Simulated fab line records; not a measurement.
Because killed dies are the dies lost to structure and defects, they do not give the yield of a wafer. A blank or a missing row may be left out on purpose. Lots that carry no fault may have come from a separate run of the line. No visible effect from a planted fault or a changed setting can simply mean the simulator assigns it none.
fab line records + flow n5-finfet + part 2 of 2: steps 18 to 26 of 26
record:
- lots: 5
- wafers: 15
- last-day: 19
route steps=1938 shown HKMG_FIN@396
lots untouched by any fault: they come from a run of this same line in which no faults occurred
start-h: start of the lot's first displayed wafer, in hours after the record's first day + wait-h: hours elapsed since this lot's preceding step + " unchanged from the row above + L1.1+2: one row covering several wafers at once + - no value, or no start was given + * or withheld: withheld + < > ~ a bound
route shown NAME@n: names a module that has steps shown in the file, with the first one's number in the route + usual: average and standard deviation across the fault-free wafers + same: alike in all rows + chamber/n: place in a boat + sites: per-site readings + _std_site: the values' standard deviation + _edge_site: mean of outer sites minus mean of inner sites + radius-mm: for every site, how far away it sits from the centre of the wafer + mask NAME#n: copy n + behind: the tool/chamber that last shaped the wafer + hold: what put the lot on hold/how long, in hours/how the hold closed + device: transistor that didn't switch, given as n, p or np + end of line: at the end of the route, the tests of the same wafers + a step with no rows: only its recipe + killed: at the first sort, the dies lost to defects and structure; wafer yield is something else + map: per-die view of a wafer (x killed, . not killed, _ where there is no die)
set.NAME: the setting that was run; set.NAME@STEP: the one run at that earlier step + model.NAME: the simulator's own value behind a step, which no gauge read
lots seen at some steps along the route; tables by step, rows by wafer
services: from which hour (start-h, from the record's first day; less than 0 if before it) a tool's chamber was out of use, for how many hours, and why
== steps ==
step: N5_HKMG_FIN_CVD_62
recipe:
- material: a-Si
- target-thk-a: 30
- temp-c: 500
- precursor: Si2H6
- pressure-torr: 1
- time-s: 20.8
usual:
- chamber-pressure-Torr: 1.0003/0.0021
- heater-power-w: 1380/140
- susceptor-temp-C: 500.05/0.25
| lot.wafer | tool              | chamber | start-h | wait-h | chamber-pressure-Torr | heater-power-w | susceptor-temp-C |
|-----------|-------------------|---------|---------|--------|-----------------------|----------------|------------------|
| L081.1    | thermal-cvd-si-02 | 1       | 116.11  | 0.2    | 0.9990                | 1576           | 499.62           |
| L081.4    | "                 | 2       | "       | "      | 1.0000                | 1270           | 499.42           |
| L081.6    | "                 | 1       | "       | "      | 0.9959                | 1512           | 499.86           |
| L080.3    | thermal-cvd-si-01 | 1       | 118.46  | 0.2    | 0.9979                | 1228           | 500.26           |
| L080.4    | "                 | 0       | "       | "      | 0.9994                | 1247           | 500.40           |
| L080.5    | "                 | 2       | "       | "      | 1.0000                | 1531           | 500.07           |
| L085.1    | thermal-cvd-si-01 | 2       | 140.53  | 0.2    | 0.9975                | 1472           | 500.20           |
| L085.4    | "                 | 1       | "       | "      | 0.9966                | 1217           | 500.18           |
| L085.5    | "                 | 2       | "       | "      | 1.0009                | 1502           | 500.18           |
| L090.1    | thermal-cvd-si-02 | 1       | 170.00  | 0.2    | 1.0012                | 1528           | 499.49           |
| L090.5    | "                 | 0       | "       | "      | 1.0025                | 1521           | 499.82           |
| L090.6    | "                 | 1       | "       | "      | 1.0016                | 1516           | 499.72           |
| L094.4    | thermal-cvd-si-02 | 2       | 197.03  | 0.2    | 1.0003                | 1275           | 500.18           |
| L094.5    | "                 | 0       | "       | "      | 1.0031                | 1517           | 500.25           |
| L094.6    | "                 | 1       | "       | "      | 0.9991                | 1513           | 500.33           |
step: N5_HKMG_FIN_RTA_80
recipe:
- temp-c: withheld
- time-s: 2
- ambient: N2
- idle-temp-c: 600
- ramp-up-c-per-s: 150
- ramp-down-c-per-s: 60
- cool-to-c: 600
| lot.wafer  | tool          | chamber | start-h | wait-h |
|------------|---------------|---------|---------|--------|
| L081.1+4+6 | rtp-anneal-01 | 0       | 116.25  | 0.1    |
| L080.3+4+5 | rtp-anneal-02 | 0       | 118.79  | 0.3    |
| L085.1+4+5 | rtp-anneal-01 | 0       | 140.67  | 0.1    |
| L090.1+5+6 | rtp-anneal-01 | 0       | 170.14  | 0.1    |
| L094.4+5+6 | rtp-anneal-02 | 0       | 197.20  | 0.1    |
step: N5_HKMG_FIN_PRECLEAN_64
recipe:
- chemistry: dHF
- time-s: 30
- temp-c: 25
- dilution: withheld
| lot.wafer  | tool         | chamber | start-h | wait-h |
|------------|--------------|---------|---------|--------|
| L081.1+4+6 | wet-bench-05 | 4,5,6   | 116.39  | 0.1    |
| L080.3+4+5 | wet-bench-04 | 2,6,5   | 118.91  | 0.1    |
| L085.1+4+5 | wet-bench-04 | 2,7,1   | 140.82  | 0.1    |
| L090.1+5+6 | wet-bench-04 | 5,2,1   | 170.28  | 0.1    |
| L094.4+5+6 | wet-bench-04 | 4,1,0   | 197.29  | 0.1    |
step: N5_HKMG_FIN_WET_ETCH_65
recipe:
- chemistry: TMAH
- temp-c: 70
- conc-wt-pct: 5
- target: a-Si
- stop-on: TiN
- time-s: 49
- target-depth-nm: 3
usual:
- bath-heat-duty-pct: 13.2/1.2
| lot.wafer | tool         | chamber | start-h | wait-h | bath-heat-duty-pct |
|-----------|--------------|---------|---------|--------|--------------------|
| L081.1    | wet-bench-05 | 4       | 116.40  | 0.0    | 14.6               |
| L081.4    | "            | 5       | "       | "      | 14.2               |
| L081.6    | "            | 6       | "       | "      | 11.3               |
| L080.3    | wet-bench-04 | 2       | 118.92  | 0.0    | 11.7               |
| L080.4    | "            | 6       | "       | "      | 13.3               |
| L080.5    | "            | 5       | "       | "      | 13.1               |
| L085.1    | wet-bench-04 | 2       | 140.83  | 0.0    | 10.7               |
| L085.4    | "            | 7       | "       | "      | 13.1               |
| L085.5    | "            | 1       | "       | "      | 11.4               |
| L090.1    | wet-bench-04 | 5       | 170.31  | 0.0    | 12.7               |
| L090.5    | "            | 2       | "       | "      | 11.9               |
| L090.6    | "            | 1       | "       | "      | 13.0               |
| L094.4    | wet-bench-04 | 4       | 197.30  | 0.0    | 13.3               |
| L094.5    | "            | 1       | "       | "      | 11.8               |
| L094.6    | "            | 0       | "       | "      | 14.5               |
step: N5_HKMG_FIN_WET_ETCH_81
recipe:
- chemistry: SC1
- target: TiN
- stop-on: HfO2
- mix: 1:1:5
- temp-c: 60
- time-s: 57
- target-depth-nm: 6
usual:
- bath-heat-duty-pct: 9.9/0.99
| lot.wafer | tool         | chamber | start-h | wait-h | bath-heat-duty-pct |
|-----------|--------------|---------|---------|--------|--------------------|
| L081.1    | wet-bench-05 | 4       | 116.42  | 0.0    | 10.6               |
| L081.4    | "            | 5       | "       | "      | 10.2               |
| L081.6    | "            | 6       | "       | "      | 8.3                |
| L080.3    | wet-bench-04 | 2       | 118.93  | 0.0    | 9.1                |
| L080.4    | "            | 6       | "       | "      | 9.6                |
| L080.5    | "            | 5       | "       | "      | 10.7               |
| L085.1    | wet-bench-04 | 2       | 140.85  | 0.0    | 9.0                |
| L085.4    | "            | 7       | "       | "      | 10.1               |
| L085.5    | "            | 1       | "       | "      | 9.3                |
| L090.1    | wet-bench-04 | 5       | 170.33  | 0.0    | 9.0                |
| L090.5    | "            | 2       | "       | "      | 8.5                |
| L090.6    | "            | 1       | "       | "      | 9.1                |
| L094.4    | wet-bench-04 | 4       | 197.31  | 0.0    | 10.3               |
| L094.5    | "            | 1       | "       | "      | 9.4                |
| L094.6    | "            | 0       | "       | "      | 11.0               |
step: N5_HKMG_FIN_WET_ETCH_82
recipe:
- chemistry: dHCl
- mix: 1:10000
- temp-c: 25
- target: La2O3
- stop-on: HfO2
- target-depth-nm: 2
- dry: ipa-marangoni
- rinse-time-s: 30
- rinse-temp-c: 23
usual:
- bath-heat-duty-pct: 6.2/0.77
| lot.wafer | tool         | chamber | start-h | wait-h | bath-heat-duty-pct |
|-----------|--------------|---------|---------|--------|--------------------|
| L081.1    | wet-bench-05 | 4       | 116.45  | 0.0    | 7.2                |
| L081.4    | "            | 5       | "       | "      | 6.2                |
| L081.6    | "            | 6       | "       | "      | 5.0                |
| L080.3    | wet-bench-04 | 2       | 118.96  | 0.0    | 5.6                |
| L080.4    | "            | 6       | "       | "      | 6.5                |
| L080.5    | "            | 5       | "       | "      | 6.1                |
| L085.1    | wet-bench-04 | 2       | 140.88  | 0.0    | 5.4                |
| L085.4    | "            | 7       | "       | "      | 6.8                |
| L085.5    | "            | 1       | "       | "      | 5.7                |
| L090.1    | wet-bench-04 | 5       | 170.40  | 0.0    | 6.2                |
| L090.5    | "            | 2       | "       | "      | 5.7                |
| L090.6    | "            | 1       | "       | "      | 5.3                |
| L094.4    | wet-bench-04 | 4       | 197.34  | 0.0    | 6.0                |
| L094.5    | "            | 1       | "       | "      | 5.7                |
| L094.6    | "            | 0       | "       | "      | 5.2                |
step: N5_HKMG_FIN_ALD_36
recipe:
- material: TiN
- target-thk-a: 10
- temp-c: 400
- ald-precursor-family: TiCl4
- ald-co-reactant: NH3
- pulse-time-s: 1
- purge-time-s: 3
- co-reactant-purge-time-s: 2
- co-reactant-pulse-time-s: 2
- ald-cycles: 47
- pressure-torr: 3
usual:
- chamber-pressure-Torr: 2.999/0.0066
- heater-power-w: 870/90
- precursor-pulse-height-rel: 1.001/0.021
- susceptor-temp-C: 399.97/0.21
same:
- purge-time-s: 3
| lot.wafer | tool         | chamber | start-h | wait-h | chamber-pressure-Torr | heater-power-w | precursor-pulse-height-rel | susceptor-temp-C |
|-----------|--------------|---------|---------|--------|-----------------------|----------------|----------------------------|------------------|
| L081.1    | ald-metal-01 | 3       | 116.51  | 0.0    | 3.011                 | 889            | 1.004                      | 399.88           |
| L081.4    | "            | 0       | "       | "      | 2.991                 | 886            | 1.003                      | 400.15           |
| L081.6    | "            | 3       | "       | "      | 3.010                 | 901            | 1.000                      | 399.65           |
| L080.3    | ald-metal-01 | 2       | 119.02  | 0.0    | 2.988                 | 1073           | 0.994                      | 399.59           |
| L080.4    | "            | 3       | "       | "      | 2.991                 | 892            | 1.009                      | 399.81           |
| L080.5    | "            | 2       | "       | "      | 3.008                 | 1067           | 0.997                      | 399.61           |
| L085.1    | ald-metal-02 | 3       | 140.95  | 0.0    | 3.000                 | 778            | 0.971                      | 399.79           |
| L085.4    | "            | 1       | "       | "      | 3.005                 | 846            | 0.995                      | 400.13           |
| L085.5    | "            | 0       | "       | "      | 2.991                 | 865            | 0.968                      | 400.33           |
| L090.1    | ald-metal-01 | 2       | 170.49  | 0.0    | 2.993                 | 1066           | 0.981                      | 399.62           |
| L090.5    | "            | 2       | "       | "      | 3.004                 | 1066           | 1.037                      | 399.71           |
| L090.6    | "            | 3       | "       | "      | 2.993                 | 912            | 1.051                      | 399.87           |
| L094.4    | ald-metal-01 | 2       | 197.40  | 0.0    | 2.995                 | 1068           | 0.996                      | 399.66           |
| L094.5    | "            | 2       | "       | "      | 2.996                 | 1072           | 1.012                      | 400.03           |
| L094.6    | "            | 1       | "       | "      | 2.988                 | 748            | 0.987                      | 400.06           |
step: N5_HKMG_FIN_THK_MEAS_70
recipe:
- thk-meas-gauge: xrf
- reads: HfO2_of_HKMG_FIN_HK_ALD_01
usual:
- HK_THK: 1.611/0.019
| lot.wafer | tool          | chamber | start-h | wait-h | HK_THK[nm] |
|-----------|---------------|---------|---------|--------|------------|
| L081.1    | film-metro-02 | -       | 116.79  | 0.2    | 1.602      |
| L081.4    | "             | -       | "       | "      | 1.648      |
| L081.6    | "             | -       | "       | "      | 1.611      |
| L080.3    | film-metro-01 | -       | 119.30  | 0.2    | 1.587      |
| L080.4    | "             | -       | "       | "      | 1.597      |
| L080.5    | "             | -       | "       | "      | 1.596      |
| L085.1    | film-metro-02 | -       | 141.23  | 0.2    | 1.631      |
| L085.4    | "             | -       | "       | "      | 1.607      |
| L085.5    | "             | -       | "       | "      | 1.631      |
| L090.1    | film-metro-01 | -       | 170.77  | 0.2    | 1.591      |
| L090.5    | "             | -       | "       | "      | 1.596      |
| L090.6    | "             | -       | "       | "      | 1.597      |
| L094.4    | film-metro-02 | -       | 197.69  | 0.2    | 1.588      |
| L094.5    | "             | -       | "       | "      | 1.577      |
| L094.6    | "             | -       | "       | "      | 1.616      |
step: N5_HKMG_FIN_PWFM_ALD_03
recipe:
- material: TiN
- target-thk-a: 20
- temp-c: 400
- ald-precursor-family: TiCl4
- ald-co-reactant: NH3
- pulse-time-s: 1
- purge-time-s: 3
- co-reactant-purge-time-s: 2
- co-reactant-pulse-time-s: 2
- ald-cycles: 91
- pressure-torr: 3
usual:
- chamber-pressure-Torr: 3.000/0.0063
- heater-power-w: 859/80
- precursor-pulse-height-rel: 1.001/0.021
- susceptor-temp-C: 400.01/0.25
same:
- purge-time-s: 3
| lot.wafer | tool         | chamber | start-h | wait-h | chamber-pressure-Torr | heater-power-w | precursor-pulse-height-rel | susceptor-temp-C |
|-----------|--------------|---------|---------|--------|-----------------------|----------------|----------------------------|------------------|
| L081.1    | ald-metal-02 | 2       | 116.83  | 0.0    | 2.988                 | 784            | 1.023                      | 399.91           |
| L081.4    | "            | 0       | "       | "      | 2.991                 | 838            | 1.015                      | 399.63           |
| L081.6    | "            | 3       | "       | "      | 3.005                 | 764            | 0.952                      | 400.05           |
| L080.3    | ald-metal-04 | 3       | 119.34  | 0.0    | 2.995                 | 934            | 1.014                      | 400.39           |
| L080.4    | "            | 1       | "       | "      | 2.994                 | 800            | 1.005                      | 400.20           |
| L080.5    | "            | 1       | "       | "      | 3.000                 | 799            | 0.998                      | 400.06           |
| L085.1    | ald-metal-01 | 1       | 141.26  | 0.0    | 3.010                 | 763            | 1.036                      | 399.48           |
| L085.4    | "            | 0       | "       | "      | 3.008                 | 903            | 1.008                      | 400.35           |
| L085.5    | "            | 0       | "       | "      | 2.997                 | 892            | 1.004                      | 400.28           |
| L090.1    | ald-metal-02 | 1       | 170.81  | 0.0    | 2.991                 | 874            | 1.033                      | 400.18           |
| L090.5    | "            | 0       | "       | "      | 3.005                 | 879            | 1.021                      | 400.01           |
| L090.6    | "            | 1       | "       | "      | 2.987                 | 890            | 0.982                      | 399.98           |
| L094.4    | ald-metal-01 | 0       | 197.72  | 0.0    | 2.996                 | 883            | 1.006                      | 400.42           |
| L094.5    | "            | 0       | "       | "      | 2.996                 | 900            | 1.013                      | 400.07           |
| L094.6    | "            | 3       | "       | "      | 3.000                 | 913            | 1.000                      | 400.04           |
== services ==
| tool              | chamber | start-h | hours | kind                          |
|-------------------|---------|---------|-------|-------------------------------|
| litho-track-05    | -       | 102.45  | -     | consumable-replace:filter     |
| rie-diel-04       | 0       | 120.85  | 5.2   | repair                        |
| thermal-cvd-si-01 | -       | 123.26  | 2.8   | pm                            |
| plasma-asher-01   | -       | 129.65  | 14.6  | pm                            |
| rie-diel-04       | 1       | 135.28  | -     | clean                         |
| rie-diel-04       | 1       | 135.28  | -     | consumable-replace:focus-ring |
| rie-diel-04       | 1       | 135.28  | 16.8  | scheduled-down                |
| rie-diel-04       | 1       | 135.28  | 16.8  | vent-cycle                    |
| ald-metal-04      | -       | 147.83  | 2.8   | pm                            |
| rtp-anneal-02     | -       | 161.36  | 4.3   | pm                            |
| rie-diel-06       | 3       | 172.28  | -     | clean                         |
| rie-diel-06       | 3       | 172.28  | -     | consumable-replace:focus-ring |
| rie-diel-06       | 3       | 172.28  | 22.5  | scheduled-down                |
| rie-diel-06       | 3       | 172.28  | 22.5  | vent-cycle                    |
| ald-metal-04      | -       | 188.72  | 1.3   | repair                        |
